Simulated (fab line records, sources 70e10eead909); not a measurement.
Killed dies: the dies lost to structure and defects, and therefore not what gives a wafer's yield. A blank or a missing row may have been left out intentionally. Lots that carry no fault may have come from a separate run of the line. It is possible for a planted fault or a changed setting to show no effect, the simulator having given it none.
Which of the tools did it? | flow nandHarc | Sampling: 23 lots, 69 wafers, 6 of 1159 route steps

== WHAT EACH GAUGE READ, for each wafer ==
No reading from a measuring or inspecting step in the record can be judged against a usual standard deviation.

== TOOL THAT RAN EACH LOT (tool first, then ch and the chambers of the sampled wafers, then the start) ==
lot  | NHARC_A_CHANNEL_FILL_D1_ALD_15               | NHARC_A_STAIRCASE_TRIM_12         | NHARC_A_STAIRCASE_TRIM_16                    | NHARC_A_STAIRCASE_TRIM_20         | NHARC_A_STAIRCASE_ETCH_194                   | NHARC_A_STAIRCASE_DESCUM_219
L074 | aldSinBatch-01 ch 0, day 10 20:01 or earlier | rieDiel-04 ch 0,3, day 10 20:01   | rieDiel-04 ch 0,1,2, day 10 21:04 or earlier | rieDiel-04 ch 2,3, day 10 21:04   | rieDiel-09 ch 2,3, day 11 04:38 or earlier   | rieDiel-04 ch 2,3, day 11 04:38
L076 | aldSinBatch-01 ch 0, day 10 20:13 or earlier | rieDiel-11 ch 0,1,2, day 10 20:13 | rieDiel-11 ch 0,3, day 10 21:26 or earlier   | rieDiel-11 ch 0,2,3, day 10 21:26 | rieDiel-11 ch 0,1,3, day 11 03:46 or earlier | rieDiel-04 ch 0,1,3, day 11 03:46
L075 | aldSinBatch-01 ch 0, day 11 07:07 or earlier | rieDiel-11 ch 0,1,3, day 11 07:07 | rieDiel-11 ch 2,3, day 11 08:09 or earlier   | rieDiel-09 ch 0,2, day 11 08:09   | rieDiel-04 ch 1,2,3, day 11 14:40 or earlier | rieDiel-04 ch 0,1,2, day 11 14:40
L077 | aldSinBatch-02 ch 0, day 11 16:08 or earlier | rieDiel-11 ch 1,2,3, day 11 16:08 | rieDiel-11 ch 1,2, day 11 17:14 or earlier   | rieDiel-11 ch 1,2, day 11 17:14   | rieDiel-11 ch 0,3, day 11 23:58 or earlier   | rieDiel-11 ch 1,3, day 11 23:58
L078 | aldSinBatch-02 ch 0, day 11 15:56 or earlier | rieDiel-04 ch 0,1,3, day 11 15:56 | rieDiel-04 ch 2,3, day 11 17:10 or earlier   | rieDiel-04 ch 0,2,3, day 11 17:10 | rieDiel-11 ch 0,1, day 11 23:41 or earlier   | rieDiel-04 ch 0,1,2, day 11 23:41
L079 | aldSinBatch-02 ch 0, day 12 00:22 or earlier | rieDiel-04 ch 2,3, day 12 00:22   | rieDiel-04 ch 1,2,3, day 12 04:52 or earlier | rieDiel-11 ch 0,1,3, day 12 04:52 | rieDiel-11 ch 1,2, day 12 11:28 or earlier   | rieDiel-09 ch 0,2,3, day 12 11:28
L080 | aldSinBatch-02 ch 0, day 12 04:32 or earlier | rieDiel-04 ch 1,2, day 12 04:32   | rieDiel-04 ch 0,1, day 12 05:40 or earlier   | rieDiel-04 ch 2,3, day 12 05:40   | rieDiel-09 ch 0,1, day 12 12:27 or earlier   | rieDiel-09 ch 0,1,2, day 12 12:27
L081 | aldSinBatch-03 ch 0, day 12 12:21 or earlier | rieDiel-04 ch 1,2, day 12 12:21   | rieDiel-04 ch 2,3, day 12 13:40 or earlier   | rieDiel-09 ch 0,2,3, day 12 13:40 | rieDiel-11 ch 0,1,3, day 12 20:20 or earlier | rieDiel-04 ch 1,3, day 12 20:20
L082 | aldSinBatch-03 ch 0, day 12 12:04 or earlier | rieDiel-11 ch 0,2,3, day 12 12:04 | rieDiel-11 ch 0,2,3, day 12 13:19 or earlier | rieDiel-04 ch 0,1,2, day 12 13:19 | rieDiel-11 ch 0,2,3, day 12 19:46 or earlier | rieDiel-11 ch 0,1,3, day 12 19:46
L083 | aldSinBatch-01 ch 0, day 13 03:51 or earlier | rieDiel-09 ch 0,2,3, day 13 03:51 | rieDiel-09 ch 0,1,2, day 13 07:07 or earlier | rieDiel-11 ch 0,1,3, day 13 07:07 | rieDiel-04 ch 0,2,3, day 13 15:49 or earlier | rieDiel-11 ch 0,1,3, day 13 15:49
L084 | aldSinBatch-01 ch 0, day 13 00:06 or earlier | rieDiel-04 ch 0,2,3, day 13 00:06 | rieDiel-04 ch 0,2,3, day 13 01:18 or earlier | rieDiel-09 ch 0,1,3, day 13 01:18 | rieDiel-11 ch 0,1,3, day 13 09:35 or earlier | rieDiel-11 ch 1,2,3, day 13 09:35
L085 | aldSinBatch-01 ch 0, day 13 14:48 or earlier | rieDiel-11 ch 2,3, day 13 14:48   | rieDiel-11 ch 0,2, day 13 15:53 or earlier   | rieDiel-04 ch 1,2,3, day 13 15:53 | rieDiel-04 ch 2,3, day 13 22:12 or earlier   | rieDiel-11 ch 0,2, day 13 22:12
L086 | aldSinBatch-03 ch 0, day 13 18:11 or earlier | rieDiel-09 ch 0,2,3, day 13 18:11 | rieDiel-09 ch 0,1, day 13 19:17 or earlier   | rieDiel-11 ch 1,3, day 13 19:17   | rieDiel-04 ch 0,2,3, day 14 01:49 or earlier | rieDiel-04 ch 0,1,2, day 14 01:49
L087 | aldSinBatch-03 ch 0, day 13 19:00 or earlier | rieDiel-09 ch 0,1,3, day 13 19:00 | rieDiel-09 ch 0,1,3, day 13 20:11 or earlier | rieDiel-04 ch 0,2,3, day 13 20:11 | rieDiel-04 ch 1,2, day 14 03:02 or earlier   | rieDiel-09 ch 1,2, day 14 03:02
L089 | aldSinBatch-03 ch 0, day 14 15:43 or earlier | rieDiel-11 ch 0,1,2, day 14 15:43 | rieDiel-11 ch 0,1,2, day 14 16:54 or earlier | rieDiel-04 ch 0,2,3, day 14 16:54 | rieDiel-04 ch 0,3, day 15 00:41 or earlier   | rieDiel-04 ch 1,2, day 15 00:41
L090 | aldSinBatch-03 ch 0, day 14 15:56 or earlier | rieDiel-11 ch 2,3, day 14 15:56   | rieDiel-11 ch 0,1,2, day 14 17:04 or earlier | rieDiel-11 ch 0,1, day 14 17:04   | rieDiel-11 ch 0,2,3, day 15 00:58 or earlier | rieDiel-11 ch 0,2,3, day 15 00:58
L088 | aldSinBatch-02 ch 0, day 14 16:13 or earlier | rieDiel-09 ch 0,2,3, day 14 16:13 | rieDiel-09 ch 0,2,3, day 14 17:38 or earlier | rieDiel-09 ch 0,1, day 14 17:38   | rieDiel-09 ch 0,3, day 14 23:50 or earlier   | rieDiel-04 ch 0,1,3, day 14 23:50
L091 | aldSinBatch-02 ch 0, day 15 06:20 or earlier | rieDiel-09 ch 1,2, day 15 06:20   | rieDiel-09 ch 0,1,3, day 15 07:23 or earlier | rieDiel-11 ch 0,1, day 15 07:23   | rieDiel-04 ch 2,3, day 15 13:58 or earlier   | rieDiel-04 ch 0,2,3, day 15 13:58
L092 | aldSinBatch-02 ch 0, day 15 06:46 or earlier | rieDiel-11 ch 0,2,3, day 15 06:46 | rieDiel-11 ch 0,1,3, day 15 07:57 or earlier | rieDiel-09 ch 0,1,2, day 15 07:57 | rieDiel-11 ch 1,3, day 15 14:56 or earlier   | rieDiel-04 ch 0,1,3, day 15 14:56
L093 | aldSinBatch-02 ch 0, day 15 19:02 or earlier | rieDiel-04 ch 1,2,3, day 15 19:02 | rieDiel-04 ch 0,1, day 15 20:05 or earlier   | rieDiel-11 ch 0,2,3, day 15 20:05 | rieDiel-09 ch 0,3, day 16 04:28 or earlier   | rieDiel-09 ch 2,3, day 16 04:28
L094 | aldSinBatch-02 ch 0, day 15 18:45 or earlier | rieDiel-11 ch 2,3, day 15 18:45   | rieDiel-11 ch 2,3, day 15 19:54 or earlier   | rieDiel-09 ch 2,3, day 15 19:54   | rieDiel-11 ch 0,3, day 16 03:11 or earlier   | rieDiel-09 ch 0,1,2, day 16 03:11
L096 | aldSinBatch-02 ch 0, day 16 00:28 or earlier | rieDiel-04 ch 0,1,2, day 16 00:28 | rieDiel-04 ch 1,3, day 16 02:59 or earlier   | rieDiel-04 ch 1,3, day 16 02:59   | rieDiel-09 ch 1,3, day 16 11:30 or earlier   | rieDiel-09 ch 0,1,2, day 16 11:30
L097 | aldSinBatch-02 ch 0, day 16 02:38 or earlier | rieDiel-11 ch 0,1,2, day 16 02:38 | rieDiel-11 ch 0,1,3, day 16 04:02 or earlier | rieDiel-04 ch 1,2,3, day 16 04:02 | rieDiel-09 ch 0,2,3, day 16 13:56 or earlier | rieDiel-04 ch 0,2,3, day 16 13:56
- NHARC_A_CHANNEL_FILL_D1_ALD_15: deposits SiNx, target thk 2 nm, pulse time 60 s, ald cycles 19.
- NHARC_A_STAIRCASE_TRIM_12: chemistry O2, time 211.2 s.
- NHARC_A_STAIRCASE_TRIM_16: chemistry O2, time 211.2 s.
- NHARC_A_STAIRCASE_TRIM_20: chemistry O2, time 211.2 s.
- NHARC_A_STAIRCASE_ETCH_194: etches the open film in C4F8/O2, target depth 100 nm, time 40.5 s.
- NHARC_A_STAIRCASE_DESCUM_219: chemistry O2, time 3 s.

== WHAT THE TOOLS THEMSELVES READ (means of the sampled wafers that have a number; where no wafer has one, the mark that the record gives instead) ==
NHARC_A_CHANNEL_FILL_D1_ALD_15.
lot  | tool           | precursorPulseHeightRel
L074 | aldSinBatch-01 | 1.003
L076 | aldSinBatch-01 | 0.991
L075 | aldSinBatch-01 | 1.015
L077 | aldSinBatch-02 | 1.011
L078 | aldSinBatch-02 | 1.000
L079 | aldSinBatch-02 | 1.004
L080 | aldSinBatch-02 | 0.992
L081 | aldSinBatch-03 | 1.012
L082 | aldSinBatch-03 | 1.008
L083 | aldSinBatch-01 | 0.998
L084 | aldSinBatch-01 | 0.986
L085 | aldSinBatch-01 | 1.008
L086 | aldSinBatch-03 | 0.996
L087 | aldSinBatch-03 | 1.010
L089 | aldSinBatch-03 | 1.002
L090 | aldSinBatch-03 | 1.013
L088 | aldSinBatch-02 | 1.004
L091 | aldSinBatch-02 | 0.994
L092 | aldSinBatch-02 | 0.981
L093 | aldSinBatch-02 | 0.992
L094 | aldSinBatch-02 | 1.011
L096 | aldSinBatch-02 | 0.985
L097 | aldSinBatch-02 | 1.007

NHARC_A_STAIRCASE_TRIM_12.
lot  | tool       | drypumpMotorCurrentA (A) | oesProductAu (a.u.) | rfVppV (V) | showerheadPlenumPTorr (Torr) | throttleValvePct (%)
L074 | rieDiel-04 | 5.9                      | 1.011               | 58.5       | 3.61                         | 17.020
L076 | rieDiel-11 | 5.8                      | 1.007               | 57.4       | 3.51                         | 17.029
L075 | rieDiel-11 | 5.4                      | 0.997               | 57.9       | 3.46                         | 17.038
L077 | rieDiel-11 | 5.5                      | 0.996               | 58.2       | 3.50                         | 17.032
L078 | rieDiel-04 | 5.7                      | 0.994               | 57.9       | 3.62                         | 17.045
L079 | rieDiel-04 | 5.9                      | 1.008               | 57.7       | 3.57                         | 17.045
L080 | rieDiel-04 | 5.5                      | 1.003               | 58.0       | 3.68                         | 17.034
L081 | rieDiel-04 | 5.5                      | 1.013               | 57.4       | 3.67                         | 17.047
L082 | rieDiel-11 | 5.7                      | 1.004               | 57.2       | 3.55                         | 17.039
L083 | rieDiel-09 | 5.5                      | 1.003               | 57.3       | 3.55                         | 17.033
L084 | rieDiel-04 | 5.8                      | 1.006               | 57.9       | 3.61                         | 17.033
L085 | rieDiel-11 | 5.7                      | 1.003               | 58.3       | 3.58                         | 17.037
L086 | rieDiel-09 | 5.5                      | 1.015               | 57.5       | 3.55                         | 17.040
L087 | rieDiel-09 | 6.0                      | 0.997               | 57.3       | 3.59                         | 17.041
L089 | rieDiel-11 | 5.8                      | 1.009               | 58.4       | 3.49                         | 17.035
L090 | rieDiel-11 | 5.3                      | 1.001               | 57.1       | 3.53                         | 17.038
L088 | rieDiel-09 | 5.6                      | 1.008               | 58.0       | 3.55                         | 17.043
L091 | rieDiel-09 | 6.3                      | 0.988               | 58.1       | 3.64                         | 17.043
L092 | rieDiel-11 | 5.7                      | 0.999               | 57.2       | 3.54                         | 17.048
L093 | rieDiel-04 | 5.6                      | 1.007               | 58.2       | 3.61                         | 17.039
L094 | rieDiel-11 | 5.3                      | 0.989               | 57.5       | 3.53                         | 17.035
L096 | rieDiel-04 | 5.5                      | 1.003               | 58.0       | 3.65                         | 17.033
L097 | rieDiel-11 | 5.8                      | 1.014               | 56.9       | 3.48                         | 17.034

NHARC_A_STAIRCASE_TRIM_16.
lot  | tool       | drypumpMotorCurrentA (A) | oesProductAu (a.u.) | rfVppV (V) | showerheadPlenumPTorr (Torr) | throttleValvePct (%)
L074 | rieDiel-04 | 5.5                      | 1.007               | 58.2       | 3.68                         | 17.036
L076 | rieDiel-11 | 5.7                      | 1.000               | 58.3       | 3.52                         | 17.044
L075 | rieDiel-11 | 5.3                      | 1.006               | 57.5       | 3.55                         | 17.037
L077 | rieDiel-11 | 5.6                      | 1.003               | 58.2       | 3.45                         | 17.039
L078 | rieDiel-04 | 5.9                      | 1.023               | 58.0       | 3.57                         | 17.026
L079 | rieDiel-04 | 5.6                      | 1.005               | 58.2       | 3.62                         | 17.034
L080 | rieDiel-04 | 5.6                      | 1.001               | 57.9       | 3.66                         | 17.030
L081 | rieDiel-04 | 5.9                      | 1.012               | 57.6       | 3.56                         | 17.041
L082 | rieDiel-11 | 5.7                      | 1.006               | 56.8       | 3.55                         | 17.037
L083 | rieDiel-09 | 5.9                      | 0.998               | 58.3       | 3.65                         | 17.042
L084 | rieDiel-04 | 5.8                      | 1.016               | 58.0       | 3.61                         | 17.033
L085 | rieDiel-11 | 6.0                      | 1.001               | 57.6       | 3.55                         | 17.034
L086 | rieDiel-09 | 6.3                      | 0.992               | 59.0       | 3.68                         | 17.029
L087 | rieDiel-09 | 6.0                      | 0.990               | 57.6       | 3.59                         | 17.034
L089 | rieDiel-11 | 5.8                      | 0.996               | 56.4       | 3.49                         | 17.036
L090 | rieDiel-11 | 5.8                      | 0.997               | 58.0       | 3.49                         | 17.037
L088 | rieDiel-09 | 5.5                      | 0.998               | 58.2       | 3.55                         | 17.019
L091 | rieDiel-09 | 6.0                      | 1.000               | 58.2       | 3.59                         | 17.041
L092 | rieDiel-11 | 5.5                      | 1.007               | 57.3       | 3.45                         | 17.037
L093 | rieDiel-04 | 5.6                      | 1.001               | 58.1       | 3.64                         | 17.041
L094 | rieDiel-11 | 5.7                      | 1.003               | 57.8       | 3.57                         | 17.037
L096 | rieDiel-04 | 5.8                      | 1.008               | 58.4       | 3.55                         | 17.046
L097 | rieDiel-11 | 5.4                      | 1.012               | 56.9       | 3.44                         | 17.039

NHARC_A_STAIRCASE_TRIM_20.
lot  | tool       | drypumpMotorCurrentA (A) | oesProductAu (a.u.) | rfVppV (V) | showerheadPlenumPTorr (Torr) | throttleValvePct (%)
L074 | rieDiel-04 | 5.8                      | 1.013               | 58.4       | 3.63                         | 17.034
L076 | rieDiel-11 | 5.7                      | 0.997               | 57.6       | 3.56                         | 17.039
L075 | rieDiel-09 | 5.5                      | 1.005               | 57.5       | 3.66                         | 17.047
L077 | rieDiel-11 | 5.5                      | 1.002               | 56.5       | 3.45                         | 17.035
L078 | rieDiel-04 | 5.8                      | 1.005               | 57.6       | 3.61                         | 17.041
L079 | rieDiel-11 | 5.4                      | 1.002               | 58.6       | 3.46                         | 17.036
L080 | rieDiel-04 | 5.8                      | 1.013               | 57.5       | 3.62                         | 17.035
L081 | rieDiel-09 | 5.5                      | 1.008               | 58.2       | 3.56                         | 17.041
L082 | rieDiel-04 | 5.5                      | 1.011               | 58.3       | 3.67                         | 17.036
L083 | rieDiel-11 | 5.4                      | 1.006               | 57.5       | 3.46                         | 17.035
L084 | rieDiel-09 | 6.0                      | 0.996               | 57.7       | 3.60                         | 17.038
L085 | rieDiel-04 | 5.6                      | 1.008               | 58.3       | 3.62                         | 17.023
L086 | rieDiel-11 | 5.2                      | 1.002               | 56.8       | 3.40                         | 17.037
L087 | rieDiel-04 | 5.8                      | 1.003               | 57.3       | 3.60                         | 17.042
L089 | rieDiel-04 | 5.8                      | 1.008               | 57.3       | 3.60                         | 17.039
L090 | rieDiel-11 | 5.8                      | 1.014               | 57.6       | 3.46                         | 17.038
L088 | rieDiel-09 | 6.3                      | 0.990               | 58.2       | 3.68                         | 17.030
L091 | rieDiel-11 | 5.8                      | 1.009               | 57.5       | 3.46                         | 17.036
L092 | rieDiel-09 | 5.9                      | 0.992               | 58.2       | 3.64                         | 17.038
L093 | rieDiel-11 | 5.7                      | 1.003               | 58.1       | 3.54                         | 17.039
L094 | rieDiel-09 | 5.5                      | 0.999               | 57.1       | 3.50                         | 17.033
L096 | rieDiel-04 | 5.5                      | 0.992               | 58.6       | 3.61                         | 17.032
L097 | rieDiel-04 | 5.6                      | 1.009               | 58.3       | 3.61                         | 17.037

NHARC_A_STAIRCASE_ETCH_194.
lot  | tool       | oesProductAu (a.u.) | rfVppV (V)
L074 | rieDiel-09 | 0.937               | 894
L076 | rieDiel-11 | 0.955               | 894
L075 | rieDiel-04 | 0.949               | 899
L077 | rieDiel-11 | 0.937               | 895
L078 | rieDiel-11 | 0.932               | 892
L079 | rieDiel-11 | 0.952               | 892
L080 | rieDiel-09 | 0.932               | 902
L081 | rieDiel-11 | 0.946               | 893
L082 | rieDiel-11 | 0.946               | 897
L083 | rieDiel-04 | 0.952               | 899
L084 | rieDiel-11 | 0.948               | 894
L085 | rieDiel-04 | 0.964               | 899
L086 | rieDiel-04 | 0.952               | 898
L087 | rieDiel-04 | 0.956               | 901
L089 | rieDiel-04 | 0.952               | 896
L090 | rieDiel-11 | 0.951               | 897
L088 | rieDiel-09 | 0.953               | 895
L091 | rieDiel-04 | 0.945               | 897
L092 | rieDiel-11 | 0.947               | 893
L093 | rieDiel-09 | 0.952               | 894
L094 | rieDiel-11 | 0.933               | 895
L096 | rieDiel-09 | 0.938               | 898
L097 | rieDiel-09 | 0.948               | 896

NHARC_A_STAIRCASE_DESCUM_219.
lot  | tool       | drypumpMotorCurrentA (A) | oesProductAu (a.u.) | rfVppV (V) | showerheadPlenumPTorr (Torr) | throttleValvePct (%)
L074 | rieDiel-04 | 5.9                      | 1.019               | 57.2       | 1.93                         | 11.318
L076 | rieDiel-04 | 5.7                      | 0.999               | 58.4       | 1.97                         | 11.316
L075 | rieDiel-04 | 5.5                      | 1.010               | 57.7       | 2.00                         | 11.308
L077 | rieDiel-11 | 5.2                      | 0.998               | 56.6       | 1.85                         | 11.320
L078 | rieDiel-04 | 5.5                      | 1.005               | 57.8       | 2.00                         | 11.321
L079 | rieDiel-09 | 5.6                      | 1.001               | 58.3       | 1.93                         | 11.302
L080 | rieDiel-09 | 5.9                      | 0.998               | 59.0       | 1.98                         | 11.313
L081 | rieDiel-04 | 5.5                      | 0.999               | 58.5       | 1.97                         | 11.309
L082 | rieDiel-11 | 5.4                      | 1.004               | 57.9       | 1.87                         | 11.316
L083 | rieDiel-11 | 5.4                      | 1.015               | 58.7       | 1.87                         | 11.315
L084 | rieDiel-11 | 5.4                      | 1.005               | 58.4       | 1.89                         | 11.316
L085 | rieDiel-11 | 6.0                      | 1.020               | 57.7       | 1.95                         | 11.305
L086 | rieDiel-04 | 5.5                      | 1.004               | 57.6       | 1.99                         | 11.308
L087 | rieDiel-09 | 6.3                      | 0.989               | 58.3       | 1.98                         | 11.313
L089 | rieDiel-04 | 5.5                      | 1.009               | 57.2       | 1.99                         | 11.312
L090 | rieDiel-11 | 5.7                      | 1.002               | 57.5       | 1.92                         | 11.310
L088 | rieDiel-04 | 5.7                      | 1.001               | 57.9       | 1.96                         | 11.309
L091 | rieDiel-04 | 5.8                      | 1.000               | 58.0       | 1.95                         | 11.302
L092 | rieDiel-04 | 5.7                      | 1.006               | 57.5       | 1.96                         | 11.308
L093 | rieDiel-09 | 5.6                      | 0.997               | 58.0       | 1.87                         | 11.309
L094 | rieDiel-09 | 5.9                      | 1.006               | 59.1       | 1.98                         | 11.315
L096 | rieDiel-09 | 5.9                      | 1.001               | 57.4       | 1.97                         | 11.306
L097 | rieDiel-04 | 5.8                      | 0.993               | 58.2       | 1.95                         | 11.306

== THE ANSWER, worked out from the rows above alone ==
Rule: usual is defined by the lots themselves. The widest of any qualifying gaps counts: lots, ordered by their means at a reading, are off when they make up no more than a third of the lots, leave a main group of 4 or more, and stand apart from it by 3 or more times the standard deviation of that group's means. Not used: any main group whose means are identical at the precision the tables above print for the reading. A lot without any number at a reading at which 4 lots or more have one is off too. Where the step has rows for the other lots, those lots are counted as sound. The gauges are gone through in route order, then the tools' own readings, and for those a lot's mean is taken as printed above. At the first step where some lot is off, the reading lying furthest off is the one used; lots without a number count as furthest.
Nothing can be told from this: no lot is off at any reading shown.

== WHAT THE SIMULATOR PUT IN ==
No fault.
